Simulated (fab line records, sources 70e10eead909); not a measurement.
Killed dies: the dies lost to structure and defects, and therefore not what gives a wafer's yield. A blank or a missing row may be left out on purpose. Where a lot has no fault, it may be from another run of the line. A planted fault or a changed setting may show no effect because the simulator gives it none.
fab line records ; flow nand-harc ; part 1 of 2: steps 1 to 4 of 6
record lots=23; wafers=69; last-day=24
route steps=1159 shown A_STAIRCASE@699 A_SGD_CUT@758 A_SLIT@799
lots that met no fault: taken from a fault-free run of the same line
start-h: hours from the record's first day to the start of the lot's first wafer shown ; wait-h: hours elapsed since this lot's preceding step ; " repeats the value in the row above ; L1.1+2: several wafers, shown together as one row ; - no value, or no start was given ; * or withheld: withheld ; < > ~ a bound
route shown NAME@n: a module of which the file shows steps, and the number in the route of the first ; usual: mean/standard deviation of fault-free wafers ; same: alike in all rows ; chamber/n: place in a boat ; sites: readings site by site ; _std_site: the standard deviation of these ; _edge_site: the outer-site mean with the inner-site mean subtracted ; radius-mm: for every site, how far away it sits from the centre of the wafer ; mask NAME#n: copy n ; behind: the tool/chamber that last shaped the wafer ; hold: why the lot went on hold/how many hours it stayed there/how the hold came to an end ; device: whichever transistor did not switch (one of n, p or np) ; end of line: at the end of the route, the tests of the same wafers ; a step given without rows: its recipe and nothing more ; killed: the dies lost at the first sort to structure and to defects; this is not the yield of the wafer ; map: a wafer's dies, x killed, . not, _ none there
set.NAME: the setting that was run; set.NAME@STEP: the one run at that earlier step ; model.NAME: the simulator's own value behind a step, which no gauge read
one table for each step of the route and one row for each wafer, over a sample of lots
services: from which hour (start-h, from the record's first day; less than 0 if before it) a tool's chamber was out of use, for how many hours, and why
## steps
# step NHARC_A_STAIRCASE_ETCHBACK_416
# recipe target-depth-a=360; time-s=7.2; c4f8-flow-sccm=withheld; o2-flow-sccm=8; ar-flow-sccm=withheld; rf-w=600; bias-w=800; chemistry=C4F8/O2/Ar
# usual oes-product-au=0.95/0.035; rf-vpp-V=725/3.2
lot.wafer;tool;chamber;start-h;wait-h;oes-product-au;rf-hours-counter-h;rf-vpp-V
L076.4;rie-diel-04;1;-;-;0.93;52;728
L076.5;rie-diel-04;3;-;-;0.94;-;723
L076.6;rie-diel-04;0;-;-;0.93;-;726
L074.2;rie-diel-04;2;-;-;0.94;51;727
L074.4;rie-diel-04;3;-;-;0.93;54;723
L074.6;rie-diel-04;1;-;-;0.93;-;726
L075.2;rie-diel-11;2;-;-;0.92;27;726
L075.1;rie-diel-11;3;-;-;0.92;27;722
L075.6;rie-diel-11;1;-;-;0.93;-;718
L077.1;rie-diel-09;0;-;-;1.00;7;728
L077.3;rie-diel-09;2;-;-;0.99;7;725
L077.5;rie-diel-09;1;-;-;0.97;-;729
L078.4;rie-diel-04;0;-;-;0.93;63;727
L078.2;rie-diel-04;2;-;-;0.93;58;727
L078.5;rie-diel-04;1;-;-;0.92;-;728
L079.4;rie-diel-09;1;-;-;0.90;12;729
L079.5;rie-diel-09;2;-;-;0.93;-;722
L079.6;rie-diel-09;3;-;-;0.93;-;720
L080.4;rie-diel-09;1;296.57;2.6;0.89;13;729
L080.5;rie-diel-09;0;296.57;2.6;0.94;-;727
L080.6;rie-diel-09;1;296.57;2.6;0.91;-;727
L082.4;rie-diel-04;2;-;-;1.00;3;726
L082.1;rie-diel-04;0;-;-;1.01;3;727
L082.2;rie-diel-04;1;-;-;1.01;1;728
L081.3;rie-diel-04;1;306.90;2.6;0.93;2;728
L081.1;rie-diel-04;3;306.90;2.6;0.92;4;722
L081.6;rie-diel-04;1;306.90;2.6;0.94;-;727
L084.1;rie-diel-04;0;-;-;0.93;8;726
L084.2;rie-diel-04;1;-;-;0.94;6;728
L084.3;rie-diel-04;2;-;-;0.94;8;726
L083.1;rie-diel-04;3;-;-;1.00;9;723
L083.3;rie-diel-04;0;-;-;1.00;9;727
L083.2;rie-diel-04;2;-;-;1.02;10;727
L085.1;rie-diel-09;1;-;-;0.91;25;728
L085.2;rie-diel-09;2;-;-;0.91;23;725
L085.5;rie-diel-09;0;-;-;0.94;-;729
L086.3;rie-diel-09;1;-;-;0.91;25;729
L086.4;rie-diel-09;2;-;-;0.92;23;723
L086.5;rie-diel-09;3;-;-;0.93;-;721
L087.2;rie-diel-11;0;-;-;1.01;50;722
L087.1;rie-diel-11;1;-;-;1.01;49;718
L087.6;rie-diel-11;3;-;-;1.00;-;722
L088.1;rie-diel-09;2;-;-;1.00;30;724
L088.5;rie-diel-09;3;-;-;1.01;-;719
L088.6;rie-diel-09;0;-;-;1.02;-;729
L089.4;rie-diel-09;3;-;-;0.93;32;718
L089.1;rie-diel-09;0;-;-;0.93;34;728
L089.5;rie-diel-09;1;-;-;0.92;-;727
L090.1;rie-diel-04;2;-;-;1.01;22;727
L090.5;rie-diel-04;2;-;-;1.01;-;728
L090.6;rie-diel-04;3;-;-;0.99;-;722
L091.4;rie-diel-09;0;-;-;0.93;42;727
L091.1;rie-diel-09;1;-;-;0.91;40;728
L091.5;rie-diel-09;0;-;-;0.93;-;727
L092.3;rie-diel-09;3;372.35;2.1;0.93;40;720
L092.1;rie-diel-09;0;372.35;2.1;0.94;42;727
L092.5;rie-diel-09;2;372.35;2.1;0.92;-;724
L094.2;rie-diel-04;2;-;-;0.93;35;727
L094.4;rie-diel-04;3;-;-;0.92;34;722
L094.5;rie-diel-04;1;-;-;0.94;-;728
L093.3;rie-diel-04;0;-;-;0.92;32;726
L093.2;rie-diel-04;2;-;-;0.93;36;726
L093.6;rie-diel-04;0;-;-;0.93;-;725
L097.2;rie-diel-09;1;-;-;0.91;49;729
L097.3;rie-diel-09;2;-;-;0.92;46;726
L097.1;rie-diel-09;3;-;-;0.93;48;720
L095.4;rie-diel-11;3;397.05;1.6;0.92;8;722
L095.1;rie-diel-11;0;397.05;1.6;0.93;7;722
L095.5;rie-diel-11;2;397.05;1.6;0.91;-;726
# step NHARC_A_STAIRCASE_ETCH_444
# recipe target-depth-a=1.02e+05; time-s=3400; c4f8-flow-sccm=20; o2-flow-sccm=10; ar-flow-sccm=withheld; rf-w=600; bias-w=1000; chemistry=C4F8/O2
# usual oes-product-au=0.935/0.016; rf-vpp-V=809/3.3
lot.wafer;tool;chamber;start-h;wait-h;oes-product-au;rf-hours-counter-h;rf-vpp-V
L074.2;rie-diel-04;3;298.96;0.2;0.921;1;807
L074.6;rie-diel-04;3;298.96;0.2;0.938;-;806
L074.4;rie-diel-04;0;298.96;0.2;0.932;-;811
L076.4;rie-diel-11;0;299.17;0.6;0.921;40;807
L076.6;rie-diel-11;2;299.17;0.6;0.927;-;809
L076.5;rie-diel-11;3;299.17;0.6;0.925;-;806
L075.1;rie-diel-09;2;310.86;0.5;0.962;16;807
L075.2;rie-diel-09;3;310.86;0.5;0.965;18;803
L075.6;rie-diel-09;0;310.86;0.5;0.986;-;812
L077.3;rie-diel-09;3;319.74;0.3;0.925;21;804
L077.1;rie-diel-09;0;319.74;0.3;0.929;24;812
L077.5;rie-diel-09;2;319.74;0.3;0.922;-;807
L078.4;rie-diel-04;3;319.83;0.5;0.982;8;806
L078.2;rie-diel-04;0;319.83;0.5;0.971;9;810
L078.5;rie-diel-04;2;319.83;0.5;0.995;-;811
L080.4;rie-diel-11;0;329.56;0.3;0.933;48;808
L080.6;rie-diel-11;3;329.56;0.3;0.933;-;806
L080.5;rie-diel-11;0;329.56;0.3;0.936;-;806
L079.4;rie-diel-04;1;329.58;0.3;0.969;10;811
L079.5;rie-diel-04;0;329.58;0.3;0.949;-;811
L079.6;rie-diel-04;1;329.58;0.3;0.962;-;812
L082.4;rie-diel-04;2;339.65;0.3;0.938;16;812
L082.2;rie-diel-04;3;339.65;0.3;0.931;15;806
L082.1;rie-diel-04;0;339.65;0.3;0.934;16;809
L081.1;rie-diel-11;3;339.68;0.3;0.925;52;806
L081.3;rie-diel-11;0;339.68;0.3;0.924;53;806
L081.6;rie-diel-11;3;339.68;0.3;0.934;-;805
L084.1;rie-diel-11;3;361.22;0.1;0.920;61;805
L084.3;rie-diel-11;1;361.22;0.1;0.931;55;801
L084.2;rie-diel-11;2;361.22;0.1;0.917;60;810
L083.2;rie-diel-04;2;361.37;0.1;0.937;24;811
L083.1;rie-diel-04;0;361.37;0.1;0.927;22;810
L083.3;rie-diel-04;1;361.37;0.1;0.950;22;812
L087.2;rie-diel-09;0;369.73;0.1;0.938;40;813
L087.1;rie-diel-09;1;369.73;0.1;0.915;39;812
L087.6;rie-diel-09;1;369.73;0.1;0.919;-;811
L086.4;rie-diel-04;0;369.95;0.4;0.929;26;810
L086.3;rie-diel-04;2;369.95;0.4;0.932;29;810
L086.5;rie-diel-04;0;369.95;0.4;0.911;-;810
L085.2;rie-diel-04;2;371.72;2.0;0.937;30;813
L085.1;rie-diel-04;1;371.72;2.0;0.931;26;811
L085.5;rie-diel-04;2;371.72;2.0;0.934;-;811
L090.1;rie-diel-04;2;389.94;0.3;0.932;37;811
L090.6;rie-diel-04;1;389.94;0.3;0.927;-;810
L090.5;rie-diel-04;2;389.94;0.3;0.936;-;811
L089.1;rie-diel-11;3;390.09;0.3;0.950;4;805
L089.4;rie-diel-11;1;390.09;0.3;0.967;5;801
L089.5;rie-diel-11;3;390.09;0.3;0.950;-;806
L088.1;rie-diel-09;2;390.62;0.6;0.917;44;807
L088.5;rie-diel-09;0;390.62;0.6;0.929;-;812
L088.6;rie-diel-09;1;390.62;0.6;0.917;-;811
L092.3;rie-diel-04;2;407.21;0.3;0.936;44;809
L092.1;rie-diel-04;0;407.21;0.3;0.920;40;811
L092.5;rie-diel-04;1;407.21;0.3;0.929;-;811
L091.4;rie-diel-04;3;408.86;1.9;0.922;43;805
L091.1;rie-diel-04;0;408.86;1.9;0.920;41;810
L091.5;rie-diel-04;1;408.86;1.9;0.934;-;811
L093.2;rie-diel-09;2;417.64;0.1;0.928;52;807
L093.3;rie-diel-09;0;417.64;0.1;0.917;56;811
L093.6;rie-diel-09;3;417.64;0.1;0.943;-;802
L094.4;rie-diel-04;2;417.84;0.3;0.937;50;811
L094.2;rie-diel-04;3;417.84;0.3;0.932;46;805
L094.5;rie-diel-04;2;417.84;0.3;0.933;-;810
L095.1;rie-diel-04;2;430.57;0.1;0.940;55;810
L095.4;rie-diel-04;3;430.57;0.1;0.926;49;806
L095.5;rie-diel-04;2;430.57;0.1;0.937;-;811
L097.3;rie-diel-09;2;430.60;0.1;0.925;57;808
L097.2;rie-diel-09;3;430.60;0.1;0.929;58;801
L097.1;rie-diel-09;0;430.60;0.1;0.924;59;811
# step NHARC_A_STAIRCASE_ETCHBACK_422
# recipe target-depth-a=400; over-etch-frac=0.3; time-s=74.286; ion-energy-ev=120; ch3f-flow-sccm=50; o2-flow-sccm=30; ar-flow-sccm=200; rf-w=500; bias-w=100; chemistry=CH3F/O2
# usual drypump-motor-current-A=5.6/0.43; oes-product-au=0.97/0.038; rf-vpp-V=244.6/1.3; showerhead-plenum-p-Torr=2.48/0.077; throttle-valve-pct=20.663/0.0089
lot.wafer;tool;chamber;start-h;wait-h;drypump-motor-current-A;oes-product-au;rf-hours-counter-h;rf-vpp-V;showerhead-plenum-p-Torr;throttle-valve-pct
L076.4;rie-diel-11;2;302.32;0.1;6.0;0.99;39;246.4;2.53;20.665
L076.5;rie-diel-11;1;302.32;0.1;5.3;0.99;-;242.3;2.33;20.660
L076.6;rie-diel-11;2;302.32;0.1;6.0;1.00;-;244.1;2.53;20.656
L074.4;rie-diel-04;2;303.11;0.1;5.6;1.01;3;244.6;2.56;20.648
L074.2;rie-diel-04;1;303.11;0.1;5.1;1.01;1;245.7;2.57;20.661
L074.6;rie-diel-04;3;303.11;0.1;6.1;1.01;-;244.0;2.44;20.661
L075.2;rie-diel-04;1;314.00;0.1;5.2;1.01;5;245.9;2.57;20.667
L075.1;rie-diel-04;0;314.00;0.1;5.7;1.01;7;246.2;2.54;20.652
L075.6;rie-diel-04;2;314.00;0.1;5.6;1.02;-;245.4;2.56;20.664
L078.4;rie-diel-11;0;322.95;0.1;6.0;0.93;46;243.6;2.45;20.660
L078.2;rie-diel-11;2;322.95;0.1;6.0;0.93;46;244.4;2.53;20.666
L078.5;rie-diel-11;0;322.95;0.1;6.0;0.94;-;244.2;2.45;20.665
L077.3;rie-diel-11;0;323.18;0.2;6.0;0.93;46;245.0;2.45;20.654
L077.1;rie-diel-11;2;323.18;0.2;6.0;0.92;46;244.3;2.53;20.660
L077.5;rie-diel-11;0;323.18;0.2;6.0;0.94;-;242.9;2.45;20.662
L080.4;rie-diel-09;3;333.02;0.2;5.7;0.93;26;243.1;2.37;20.664
L080.6;rie-diel-09;0;333.02;0.2;5.5;0.93;-;246.3;2.57;20.670
L080.5;rie-diel-09;1;333.02;0.2;6.7;0.90;-;244.8;2.57;20.671
L079.4;rie-diel-04;2;333.19;0.1;5.7;1.01;13;245.7;2.56;20.659
L079.5;rie-diel-04;1;333.19;0.1;5.2;1.01;-;245.5;2.56;20.665
L079.6;rie-diel-04;2;333.19;0.1;5.7;1.01;-;246.5;2.56;20.662
L082.2;rie-diel-04;2;343.03;0.1;5.6;1.00;17;245.2;2.55;20.649
L082.4;rie-diel-04;3;343.03;0.1;6.1;0.98;16;244.2;2.43;20.639
L082.1;rie-diel-04;0;343.03;0.1;5.8;0.99;17;245.5;2.54;20.669
L081.1;rie-diel-11;3;343.07;0.2;5.0;0.99;54;243.5;2.42;20.656
L081.3;rie-diel-11;2;343.07;0.2;6.0;0.99;53;244.5;2.52;20.654
L081.6;rie-diel-11;0;343.07;0.2;6.0;1.00;-;245.3;2.45;20.662
L084.2;rie-diel-11;2;365.18;0.1;6.0;1.00;62;244.0;2.52;20.652
L084.3;rie-diel-11;0;365.18;0.1;5.9;1.00;63;243.2;2.44;20.655
L084.1;rie-diel-11;1;365.18;0.1;5.3;1.01;57;241.6;2.33;20.642
L083.1;rie-diel-09;1;365.80;0.1;6.7;0.91;36;244.9;2.56;20.686
L083.3;rie-diel-09;3;365.80;0.1;5.7;0.94;36;241.3;2.37;20.679
L083.2;rie-diel-09;0;365.80;0.1;5.5;0.93;38;246.8;2.57;20.670
L086.3;rie-diel-04;1;373.31;0.1;5.2;0.94;27;245.9;2.56;20.664
L086.4;rie-diel-04;3;373.31;0.1;6.0;0.93;30;245.3;2.43;20.673
L086.5;rie-diel-04;1;373.31;0.1;5.2;0.93;-;245.2;2.56;20.656
L087.2;rie-diel-04;1;373.40;0.1;5.2;0.94;27;244.0;2.56;20.656
L087.1;rie-diel-04;3;373.40;0.1;6.1;0.93;30;244.1;2.43;20.646
L087.6;rie-diel-04;0;373.40;0.1;5.7;0.93;-;244.5;2.53;20.649
L085.1;rie-diel-09;1;375.35;0.1;6.7;0.91;42;244.1;2.56;20.662
L085.2;rie-diel-09;2;375.35;0.1;5.4;0.92;40;244.7;2.47;20.666
L085.5;rie-diel-09;3;375.35;0.1;5.7;0.94;-;243.2;2.36;20.663
L090.1;rie-diel-04;2;393.34;0.1;5.6;1.01;39;245.7;2.55;20.656
L090.6;rie-diel-04;1;393.34;0.1;5.2;1.01;-;245.7;2.55;20.651
L090.5;rie-diel-04;2;393.34;0.1;5.6;1.01;-;246.1;2.55;20.644
L089.1;rie-diel-11;3;393.60;0.1;5.0;0.98;6;244.5;2.42;20.675
L089.4;rie-diel-11;2;393.60;0.1;6.0;0.98;7;247.0;2.52;20.671
L089.5;rie-diel-11;0;393.60;0.1;5.9;1.01;-;244.6;2.44;20.669
L088.1;rie-diel-04;0;394.02;0.2;5.8;0.93;35;245.6;2.53;20.673
L088.5;rie-diel-04;3;394.02;0.2;6.1;0.94;-;243.2;2.43;20.678
L088.6;rie-diel-04;0;394.02;0.2;5.7;0.92;-;245.5;2.53;20.654
L092.3;rie-diel-11;1;410.57;0.1;5.4;1.00;12;242.3;2.32;20.666
L092.1;rie-diel-11;2;410.57;0.1;6.0;0.99;12;245.4;2.51;20.660
L092.5;rie-diel-11;2;410.57;0.1;6.0;0.99;-;245.6;2.51;20.677
L091.4;rie-diel-04;2;411.98;0.1;5.6;1.01;48;246.0;2.54;20.672
L091.1;rie-diel-04;0;411.98;0.1;5.8;0.98;42;245.3;2.53;20.676
L091.5;rie-diel-04;2;411.98;0.1;5.6;1.00;-;244.6;2.54;20.671
L094.4;rie-diel-09;2;421.20;0.2;5.4;0.94;54;243.6;2.47;20.661
L094.2;rie-diel-09;3;421.20;0.2;5.8;0.93;55;243.1;2.36;20.663
L094.5;rie-diel-09;1;421.20;0.2;6.7;0.92;-;245.1;2.55;20.655
L093.2;rie-diel-11;3;421.25;0.1;5.0;0.99;14;245.8;2.41;20.670
L093.3;rie-diel-11;0;421.25;0.1;6.0;0.99;13;243.8;2.44;20.688
L093.6;rie-diel-11;0;421.25;0.1;6.0;1.00;-;244.6;2.44;20.667
L095.4;rie-diel-11;0;434.23;0.2;6.0;0.91;19;244.2;2.43;20.671
L095.1;rie-diel-11;1;434.23;0.2;5.3;0.93;20;242.9;2.32;20.662
L095.5;rie-diel-11;3;434.23;0.2;5.0;0.93;-;244.6;2.41;20.669
L097.1;rie-diel-11;3;434.46;0.1;5.0;0.91;20;244.8;2.41;20.675
L097.3;rie-diel-11;1;434.46;0.1;5.3;0.92;20;241.4;2.32;20.663
L097.2;rie-diel-11;2;434.46;0.1;6.0;0.92;21;245.2;2.51;20.661
# step NHARC_A_SGD_CUT_CD_MEAS_09
# recipe target-cd-nm=100; landing-energy-ev=500
# usual cd-nm=99.8/0.6
lot.wafer;tool;chamber;start-h;wait-h;cd-nm
L076.4;cd-sem-01;0;304.64;-;99.3
L076.5;cd-sem-01;0;304.64;-;99.9
L076.6;cd-sem-01;0;304.64;-;100.6
L074.2;cd-sem-01;0;305.47;-;99.6
L074.4;cd-sem-01;0;305.47;-;99.2
L074.6;cd-sem-01;0;305.47;-;98.2
L075.1;cd-sem-01;0;316.05;-;99.5
L075.2;cd-sem-01;0;316.05;-;99.3
L075.6;cd-sem-01;0;316.05;-;99.4
L078.2;cd-sem-01;0;325.02;-;100.3
L078.4;cd-sem-01;0;325.02;-;100.6
L078.5;cd-sem-01;0;325.02;-;100.1
L077.1;cd-sem-01;0;325.24;-;100.7
L077.3;cd-sem-01;0;325.24;-;99.8
L077.5;cd-sem-01;0;325.24;-;99.7
L080.4;cd-sem-01;0;335.15;-;98.9
L080.5;cd-sem-01;0;335.15;-;99.8
L080.6;cd-sem-01;0;335.15;-;99.8
L079.4;cd-sem-03;0;335.30;-;99.7
L079.5;cd-sem-03;0;335.30;-;99.6
L079.6;cd-sem-03;0;335.30;-;99.5
L082.1;cd-sem-03;0;345.30;-;99.9
L082.2;cd-sem-03;0;345.30;-;99.8
L082.4;cd-sem-03;0;345.30;-;99.7
L081.1;cd-sem-03;0;345.77;-;99.7
L081.3;cd-sem-03;0;345.77;-;99.7
L081.6;cd-sem-03;0;345.77;-;100.4
L084.1;cd-sem-01;0;367.22;-;100.0
L084.2;cd-sem-01;0;367.22;-;99.8
L084.3;cd-sem-01;0;367.22;-;100.5
L083.1;cd-sem-02;0;367.85;-;98.6
L083.2;cd-sem-02;0;367.85;-;98.9
L083.3;cd-sem-02;0;367.85;-;98.6
L086.3;cd-sem-01;0;375.36;-;99.9
L086.4;cd-sem-01;0;375.36;-;99.6
L086.5;cd-sem-01;0;375.36;-;100.0
L087.1;cd-sem-01;0;375.51;-;100.4
L087.2;cd-sem-01;0;375.51;-;99.5
L087.6;cd-sem-01;0;375.51;-;99.8
L085.1;cd-sem-02;0;377.38;-;99.5
L085.2;cd-sem-02;0;377.38;-;100.0
L085.5;cd-sem-02;0;377.38;-;99.5
L090.1;cd-sem-02;0;395.37;-;100.5
L090.5;cd-sem-02;0;395.37;-;99.3
L090.6;cd-sem-02;0;395.37;-;99.8
L089.1;cd-sem-02;0;395.67;-;100.4
L089.4;cd-sem-02;0;395.67;-;100.7
L089.5;cd-sem-02;0;395.67;-;99.5
L088.1;cd-sem-03;0;395.93;-;99.1
L088.5;cd-sem-03;0;395.93;-;98.5
L088.6;cd-sem-03;0;395.93;-;98.4
L092.1;cd-sem-01;0;412.50;-;99.4
L092.3;cd-sem-01;0;412.50;-;99.5
L092.5;cd-sem-01;0;412.50;-;100.8
L091.1;cd-sem-02;0;414.25;-;98.8
L091.4;cd-sem-02;0;414.25;-;99.0
L091.5;cd-sem-02;0;414.25;-;99.5
L094.2;cd-sem-02;0;423.19;-;100.0
L094.4;cd-sem-02;0;423.19;-;100.1
L094.5;cd-sem-02;0;423.19;-;99.0
L093.2;cd-sem-02;0;423.48;-;100.5
L093.3;cd-sem-02;0;423.48;-;99.7
L093.6;cd-sem-02;0;423.48;-;100.1
L095.1;cd-sem-01;0;436.39;-;100.1
L095.4;cd-sem-01;0;436.39;-;100.1
L095.5;cd-sem-01;0;436.39;-;99.8
L097.1;cd-sem-03;0;436.56;-;99.9
L097.2;cd-sem-03;0;436.56;-;100.3
L097.3;cd-sem-03;0;436.56;-;100.2
